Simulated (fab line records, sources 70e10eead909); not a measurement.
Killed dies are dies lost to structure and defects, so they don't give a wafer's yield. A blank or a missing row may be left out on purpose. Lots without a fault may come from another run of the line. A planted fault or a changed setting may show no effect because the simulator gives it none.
Chamber matching | flow nand_harc | NHARC_A_SLIT_DESCUM_14 on rie_diel-09: 4 sister chambers
The step chemistry O2, time 3 s. 4 wafers are shown with their chamber, then 12 later ones without.

WAFERS WITH THEIR CHAMBER
wafer  | chamber | showerhead_plenum_p_Torr (Torr)
L088.1 | 2       | 1.84
L088.6 | 3       | 1.94
L088.4 | 1       | 1.85
L088.5 | 0       | 2.04

WAFERS WITHOUT THEIR CHAMBER
wafer  | showerhead_plenum_p_Torr (Torr)
L090.1 | 1.94
L090.3 | 1.85
L090.5 | 1.94
L090.2 | 1.84
L090.4 | 2.04
L090.6 | 2.04
L093.2 | 1.94
L093.3 | 1.85
L093.6 | 2.03
L097.2 | 1.94
L097.3 | 2.03
L097.5 | 1.84

WHICH CHAMBER EACH WENT THROUGH
wafer  | from the rows above | in truth
L090.1 | 3                   | 3
L090.3 | 1                   | 1
L090.5 | 3                   | 3
L090.2 | 2                   | 2
L090.4 | 0                   | 0
L090.6 | 0                   | 0
L093.2 | 3                   | 3
L093.3 | 1                   | 1
L093.6 | 0                   | 0
L097.2 | 3                   | 3
L097.3 | 0                   | 0
L097.5 | 2                   | 2
Placed correctly: 12 of 12. Can't be placed from these rows: 0. Placed wrongly: 0.
How it was worked out, from the rows above alone: a wafer's distance from a chamber is the root of the sum, over the readings, of the square of ((its reading less the chamber's mean) divided by the reading's scatter). The wafer belongs to the nearest chamber; if the next one is less than 2 further off, it can't be placed. A chamber's mean is the mean of its shown wafers. The scatter: with one shown wafer a chamber, the root of the mean of the squares of how far each hidden wafer lies from its nearest shown one.
